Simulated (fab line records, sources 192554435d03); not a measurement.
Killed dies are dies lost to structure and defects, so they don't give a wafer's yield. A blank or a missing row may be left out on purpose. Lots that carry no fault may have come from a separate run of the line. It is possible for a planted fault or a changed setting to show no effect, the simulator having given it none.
8D (eight disciplines) problem report, filled in by code    flow n5-finfet    the parts of the form that need people (team, actions taken, sign-off) are left out

## 1. THE ISSUE
raw-defect-count at N5_PMOS_HMC_CHANNEL_EPI_INSPECT_30 reads a mean of 996 on 6 wafers of 2 lots; wafers without a fault read 18 with a standard deviation of 6.5. So: +99 or more standard deviations from the usual mean.
The step: inspects for defects (darkfield).
Earliest sighting: wafer L447.1 on defect-inspect-02 at day 5 02:39. Wafers with a number at this step in the record: 24, from 8 lots. By rule, "out" or "out of limits" means more than 4 standard deviations away from the usual mean. The rest of the wafers with a number are treated as sound.

## 2. WHAT IT IS AND WHAT IT IS NOT
question                     is                      is not
which readings at this step  raw-defect-count        -
which lots                   L447, L448              L435, L445, L446, L454, L455, L457
which wafers of those lots   all that have a number  -
read on which gauges         defect-inspect-02       defect-inspect-01
when                         from day 5 02:39        up to then (9 sound wafers); but 9 sound wafers of L454, L455, L457 came after

## 3. WHAT RULES OUT EACH SUSPECT
Counting: a tool at any process step up to the reading remains a suspect when it ran all the lots that are out and ran no sound lot after the first of those.
- the gauge at N5_PMOS_HMC_CHANNEL_EPI_INSPECT_30 is ruled out. All the wafers that are out were read on defect-inspect-02, but those of them that N5_PASSIVATION_PROBE_49 has rows for are out there too, on other tools.
- wet-bench-06 at N5_PMOS_HMC_CHANNEL_EPI_PRECLEAN_24 (cleans in DHF, time 30 s): kept. It ran every lot that is out, first L447 (day 5 02:07), and no sound lot after that; its last sound lot up to then is L446 (day 4 20:08).
Remaining after the count: wet-bench-06 at N5_PMOS_HMC_CHANNEL_EPI_PRECLEAN_24.

## 4. THE CAUSE (what the simulator had put in)
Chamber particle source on wet-bench-06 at N5_PMOS_HMC_CHANNEL_EPI_PRECLEAN_24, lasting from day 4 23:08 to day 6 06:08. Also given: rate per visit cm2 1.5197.
The count eliminated every tool but this one.

## 5. SEQUENCE OF EFFECTS, ordered by route
Each row: a reading whose mean over the struck wafers that have a number lies more than 3 standard deviations from the usual. Scope: only readings with a usual standard deviation given in the record; hours: median across lots of the time from each lot's start at the first step in this table that gives one to its start at this step; sigmas: change in usual standard deviations.
hours  step                                reading               usual   on struck wafers  change  sigmas
0      N5_PMOS_HMC_CHANNEL_EPI_INSPECT_30  raw-defect-count      18      996               +978    +99 or more
2      N5_FIN_SAQP_INSPECT_18              raw-defect-count      438     1388              +950    +7.3
7      N5_FIN_SAQP_INSPECT_40              raw-defect-count      226     1229              +1003   +15
270    N5_PASSIVATION_PROBE_49             defect-limited-yield  91.1 %  81.5              -9.6    -6.4
270    N5_PASSIVATION_PROBE_49             killed-at-front-end   41      162               +121    +8.6
270    N5_PASSIVATION_PROBE_49             killed-dies           105     218               +113    +6.7
270    N5_PASSIVATION_PROBE_49             killed-on-rim         13      25                +12     +3.0
270    N5_PASSIVATION_PROBE_49             sort_bin_5_function   5.1 %   11.0              +5.9    +6.1
270    N5_PASSIVATION_PROBE_49             sort-n-pass           1075    962               -113    -6.7
270    N5_PASSIVATION_PROBE_49             sort-yield-pct        91.1 %  81.5              -9.6    -6.4
Here are the process steps it includes:
- N5_PASSIVATION_PROBE_49
At these later measuring or inspecting steps, every struck wafer for which the step has a row has a number for every such reading, and none has moved that far: N5_FIN_SAQP_THK_MEAS_05, N5_BEOL_M4_RC_MEAS_101.

## 6. WHAT WOULD HAVE CAUGHT IT SOONER
The first out-of-limits reading at a measuring or inspecting step in this record came at day 5 02:39, 4 hours after the fault's start at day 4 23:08.
Of the lots that are out (2), L448 began N5_PMOS_HMC_CHANNEL_EPI_PRECLEAN_24 on wet-bench-06 after day 5 02:39. It would have been spared by a hold on the tool at that moment.
